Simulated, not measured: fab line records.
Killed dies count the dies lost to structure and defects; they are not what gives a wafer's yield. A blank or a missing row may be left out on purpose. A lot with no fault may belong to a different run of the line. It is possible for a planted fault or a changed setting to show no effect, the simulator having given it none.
The tool behind it: which one? / flow nand_harc / 12 lots with 36 wafers sampled at 5 steps, on a route of 1302 steps

== WHAT EACH GAUGE READ, for each wafer ==
NHARC_THIN_TSV_CD_MEAS_37.
lot=L274; measured=day 24 20:56; on=cd_sem-03; cd_nm (nm)=4998.2 5002.4 5001.3
lot=L277; measured=day 25 14:53; on=cd_sem-01; cd_nm (nm)=4999.0 4998.8 4995.5
lot=L278; measured=day 25 07:19; on=cd_sem-02; cd_nm (nm)=4998.0 5001.8 4999.0
lot=L279; measured=day 26 15:50; on=cd_sem-01; cd_nm (nm)=4995.4 4999.5 4998.6
lot=L284; measured=day 28 19:54; on=cd_sem-03; cd_nm (nm)=4998.7 4995.1 4997.6
lot=L285; measured=day 29 09:47; on=cd_sem-03; cd_nm (nm)=4999.8 4999.1 4998.2
lot=L286; measured=day 29 20:04; on=cd_sem-02; cd_nm (nm)=4998.1 4997.3 4999.2
lot=L287; measured=day 30 03:29; on=cd_sem-01; cd_nm (nm)=4997.5 4993.5 4997.8
lot=L288; measured=day 30 04:33; on=cd_sem-02; cd_nm (nm)=4997.1 4999.3 4995.7
lot=L289; measured=day 30 17:22; on=cd_sem-03; cd_nm (nm)=5002.6 4996.6 5000.3
lot=L290; measured=day 31 09:06; on=cd_sem-03; cd_nm (nm)=4993.9 4997.1 4995.8
lot=L294; measured=day 32 20:41; on=cd_sem-02; cd_nm (nm)=4996.6 4994.0 4996.0

NHARC_END_SORT_01.
lot=L278; measured=day 25 17:23; on=prober-02; defect_limited_yield (%)=91.9 93.4 95.3; killed_at_array=45 39 23; killed_at_other=0 0 2; killed_at_periphery=10 6 7; killed_dies=55 45 32; killed_open=5 2 4; killed_short=6 2 0; sort_bin_2_pct (%)=2.1 2.1 1.2; sort_bin_3_pct (%)=1.0 0.4 0.6; sort_bin_4_pct (%)=5.0 4.1 3.0; sort_n_pass=622 632 645; sort_rim_yield_pct (%)=93 99 89; sort_yield_pct (%)=91.9 93.4 95.3
lot=L279; measured=day 27 01:46; on=prober-01; defect_limited_yield (%)=95.0 94.2 94.7; killed_at_array=33 35 33; killed_at_other=0 0 0; killed_at_periphery=1 4 3; killed_dies=34 39 36; killed_open=4 3 2; killed_short=1 4 3; sort_bin_2_pct (%)=1.3 1.8 1.2; sort_bin_3_pct (%)=0.1 0.1 0.3; sort_bin_4_pct (%)=3.5 3.8 3.8; sort_n_pass=643 638 641; sort_rim_yield_pct (%)=91 91 93; sort_yield_pct (%)=95.0 94.2 94.7
lot=L284; measured=day 29 05:48; on=prober-02; defect_limited_yield (%)=95.4 94.7 96.0; killed_at_array=28 31 21; killed_at_other=3 2 4; killed_at_periphery=0 3 2; killed_dies=31 36 27; killed_open=1 4 2; killed_short=2 3 3; sort_bin_2_pct (%)=1.6 1.8 1.2; sort_bin_3_pct (%)=0.1 0.1 0; sort_bin_4_pct (%)=2.8 3.4 2.8; sort_n_pass=646 641 650; sort_rim_yield_pct (%)=93 93 94; sort_yield_pct (%)=95.4 94.7 96.0
lot=L288; measured=day 30 12:41; on=prober-01; defect_limited_yield (%)=87.6 88.8 87.4; killed_at_array=70 60 77; killed_at_other=1 2 0; killed_at_periphery=13 14 8; killed_dies=84 76 85; killed_open=2 3 4; killed_short=3 6 7; sort_bin_2_pct (%)=4.7 3.1 3.7; sort_bin_3_pct (%)=1.0 1.3 1.8; sort_bin_4_pct (%)=6.6 6.8 7.1; sort_n_pass=593 601 592; sort_rim_yield_pct (%)=91 86 96; sort_yield_pct (%)=87.6 88.8 87.4
lot=L294; measured=day 33 11:23; on=prober-01; defect_limited_yield (%)=85.1 91.0 86.9; killed_at_array=61 56 53; killed_at_other=3 2 3; killed_at_periphery=37 3 33; killed_dies=101 61 89; killed_open=4 5 2; killed_short=3 1 0; sort_bin_2_pct (%)=6.4 2.5 3.4; sort_bin_3_pct (%)=1.6 0.4 2.5; sort_bin_4_pct (%)=6.9 6.1 7.2; sort_n_pass=576 616 588; sort_rim_yield_pct (%)=75 92 84; sort_yield_pct (%)=85.1 91.0 86.9

== WHICH TOOL RAN EACH LOT (tool, then ch and the chambers of the sampled wafers, then the start) ==
lot=L274; NHARC_P_M1_PVD_21=pvd_sputter-03, day 6 19:35; NHARC_A_BONDPAD_PVD_27=pvd_sputter-02, day 24 14:34 or earlier; NHARC_THIN_TSV_STRIP_45=plasma_asher-02 ch 0,1, day 24 14:34
lot=L277; NHARC_P_M1_PVD_21=pvd_sputter-01, day 7 16:22; NHARC_A_BONDPAD_PVD_27=pvd_sputter-02, day 25 08:35 or earlier; NHARC_THIN_TSV_STRIP_45=plasma_asher-02 ch 0,1, day 25 08:35
lot=L278; NHARC_P_M1_PVD_21=pvd_sputter-01, day 8 07:31; NHARC_A_BONDPAD_PVD_27=pvd_sputter-02, day 25 01:02 or earlier; NHARC_THIN_TSV_STRIP_45=plasma_asher-01 ch 0,1, day 25 01:02
lot=L279; NHARC_P_M1_PVD_21=pvd_sputter-03, day 8 22:03; NHARC_A_BONDPAD_PVD_27=pvd_sputter-02, day 26 09:22 or earlier; NHARC_THIN_TSV_STRIP_45=plasma_asher-01 ch 0, day 26 09:22
lot=L284; NHARC_P_M1_PVD_21=pvd_sputter-03, day 10 18:32; NHARC_A_BONDPAD_PVD_27=pvd_sputter-01, day 28 13:32 or earlier; NHARC_THIN_TSV_STRIP_45=plasma_asher-02 ch 0,1, day 28 13:32
lot=L285; NHARC_P_M1_PVD_21=pvd_sputter-03, day 11 08:46; NHARC_A_BONDPAD_PVD_27=pvd_sputter-02, day 29 03:11 or earlier; NHARC_THIN_TSV_STRIP_45=plasma_asher-02 ch 0,1, day 29 03:11
lot=L286; NHARC_P_M1_PVD_21=pvd_sputter-02, day 11 12:27; NHARC_A_BONDPAD_PVD_27=pvd_sputter-03, day 29 13:46 or earlier; NHARC_THIN_TSV_STRIP_45=plasma_asher-02 ch 0,1, day 29 13:46
lot=L287; NHARC_P_M1_PVD_21=pvd_sputter-03, day 12 03:44; NHARC_A_BONDPAD_PVD_27=pvd_sputter-03, day 29 20:59 or earlier; NHARC_THIN_TSV_STRIP_45=plasma_asher-02 ch 0,1, day 29 20:59
lot=L288; NHARC_P_M1_PVD_21=pvd_sputter-03, day 12 10:40; NHARC_A_BONDPAD_PVD_27=pvd_sputter-02, day 29 22:20 or earlier; NHARC_THIN_TSV_STRIP_45=plasma_asher-02 ch 0,1, day 29 22:20
lot=L289; NHARC_P_M1_PVD_21=pvd_sputter-01, day 13 01:37; NHARC_A_BONDPAD_PVD_27=pvd_sputter-03, day 30 11:10 or earlier; NHARC_THIN_TSV_STRIP_45=plasma_asher-02 ch 0,1, day 30 11:10
lot=L290; NHARC_P_M1_PVD_21=pvd_sputter-03, day 13 13:04; NHARC_A_BONDPAD_PVD_27=pvd_sputter-02, day 31 02:49 or earlier; NHARC_THIN_TSV_STRIP_45=plasma_asher-01 ch 0,1, day 31 02:49
lot=L294; NHARC_P_M1_PVD_21=pvd_sputter-03, day 14 23:11; NHARC_A_BONDPAD_PVD_27=pvd_sputter-01, day 32 14:31 or earlier; NHARC_THIN_TSV_STRIP_45=plasma_asher-02 ch 0,1, day 32 14:31
- NHARC_P_M1_PVD_21: deposits Cu, target thk 30 nm, time 20.49 s.
- NHARC_A_BONDPAD_PVD_27: deposits Cu, target thk 30 nm, time 20.49 s.
- NHARC_THIN_TSV_STRIP_45: strips in O2.

== WHAT THE TOOLS THEMSELVES READ (means of the sampled wafers that have a number; where no wafer has one, the mark that the record gives instead) ==
NHARC_P_M1_PVD_21.
lot=L274; tool=pvd_sputter-03; throttle_valve_pct (%)=29.9
lot=L277; tool=pvd_sputter-01; throttle_valve_pct (%)=28.6
lot=L278; tool=pvd_sputter-01; throttle_valve_pct (%)=28.9
lot=L279; tool=pvd_sputter-03; throttle_valve_pct (%)=30.2
lot=L284; tool=pvd_sputter-03; throttle_valve_pct (%)=29.7
lot=L285; tool=pvd_sputter-03; throttle_valve_pct (%)=30.0
lot=L286; tool=pvd_sputter-02; throttle_valve_pct (%)=30.7
lot=L287; tool=pvd_sputter-03; throttle_valve_pct (%)=30.1
lot=L288; tool=pvd_sputter-03; throttle_valve_pct (%)=29.9
lot=L289; tool=pvd_sputter-01; throttle_valve_pct (%)=28.4
lot=L290; tool=pvd_sputter-03; throttle_valve_pct (%)=30.2
lot=L294; tool=pvd_sputter-03; throttle_valve_pct (%)=30.3

NHARC_A_BONDPAD_PVD_27.
lot=L274; tool=pvd_sputter-02; throttle_valve_pct (%)=30.1
lot=L277; tool=pvd_sputter-02; throttle_valve_pct (%)=30.4
lot=L278; tool=pvd_sputter-02; throttle_valve_pct (%)=30.3
lot=L279; tool=pvd_sputter-02; throttle_valve_pct (%)=29.9
lot=L284; tool=pvd_sputter-01; throttle_valve_pct (%)=28.6
lot=L285; tool=pvd_sputter-02; throttle_valve_pct (%)=30.3
lot=L286; tool=pvd_sputter-03; throttle_valve_pct (%)=29.9
lot=L287; tool=pvd_sputter-03; throttle_valve_pct (%)=29.7
lot=L288; tool=pvd_sputter-02; throttle_valve_pct (%)=30.1
lot=L289; tool=pvd_sputter-03; throttle_valve_pct (%)=30.1
lot=L290; tool=pvd_sputter-02; throttle_valve_pct (%)=30.3
lot=L294; tool=pvd_sputter-01; throttle_valve_pct (%)=28.6

NHARC_THIN_TSV_STRIP_45.
lot=L274; tool=plasma_asher-02; drypump_motor_current_A (A)=4.8; heater_power_w (W)=330
lot=L277; tool=plasma_asher-02; drypump_motor_current_A (A)=4.8; heater_power_w (W)=329
lot=L278; tool=plasma_asher-01; drypump_motor_current_A (A)=5.8; heater_power_w (W)=283
lot=L279; tool=plasma_asher-01; drypump_motor_current_A (A)=5.8; heater_power_w (W)=263
lot=L284; tool=plasma_asher-02; drypump_motor_current_A (A)=4.8; heater_power_w (W)=328
lot=L285; tool=plasma_asher-02; drypump_motor_current_A (A)=4.8; heater_power_w (W)=333
lot=L286; tool=plasma_asher-02; drypump_motor_current_A (A)=4.8; heater_power_w (W)=332
lot=L287; tool=plasma_asher-02; drypump_motor_current_A (A)=4.8; heater_power_w (W)=332
lot=L288; tool=plasma_asher-02; drypump_motor_current_A (A)=4.8; heater_power_w (W)=315
lot=L289; tool=plasma_asher-02; drypump_motor_current_A (A)=4.8; heater_power_w (W)=333
lot=L290; tool=plasma_asher-01; drypump_motor_current_A (A)=5.8; heater_power_w (W)=321
lot=L294; tool=plasma_asher-02; drypump_motor_current_A (A)=4.8; heater_power_w (W)=326

== THE ANSWER, worked out from the rows above alone ==
Rule: the usual values come from the lots themselves. The widest of any qualifying gaps counts: lots, ordered by their means at a reading, are off when they make up no more than a third of the lots, leave a main group of 4 or more, and stand apart from it by 3 or more times the standard deviation of that group's means. The tables above print the reading to a certain number of digits; a main group whose means all agree to those digits is not used. A lot without any number at a reading at which 4 lots or more have one is off too. The other lots that the step has rows for count as sound. First the gauges in route order, then the tools' own readings, where a lot's mean is used as printed above. The first step at which some lot is off is used, and at that step the reading that is off furthest; a lot without a number counts as furthest.
Off: L294, at NHARC_END_SORT_01 (sort_rim_yield_pct). Mean 92 % and standard deviation 1.1 in the main group. Neither off nor sound, because the step has no rows for them: L274, L277, L285, L286, L287, L289, L290.
A tool fits if, at a process step before that reading, it ran every lot that is off, and no sound lot after the first of them. Not tried: the gauges at NHARC_END_SORT_01; whatever is off there is also off at NHARC_A_BONDPAD_PVD_27, on other tools, and gauge error can't account for it. With no start given for some of its lots, NHARC_A_BONDPAD_PVD_27 uses the hours and lot order of NHARC_THIN_TSV_STRIP_45. Can't be told from this: 3 tools fit, pvd_sputter-03 at NHARC_P_M1_PVD_21, pvd_sputter-01 at NHARC_A_BONDPAD_PVD_27, plasma_asher-02 at NHARC_THIN_TSV_STRIP_45.

== WHAT THE SIMULATOR HAD PUT IN ==
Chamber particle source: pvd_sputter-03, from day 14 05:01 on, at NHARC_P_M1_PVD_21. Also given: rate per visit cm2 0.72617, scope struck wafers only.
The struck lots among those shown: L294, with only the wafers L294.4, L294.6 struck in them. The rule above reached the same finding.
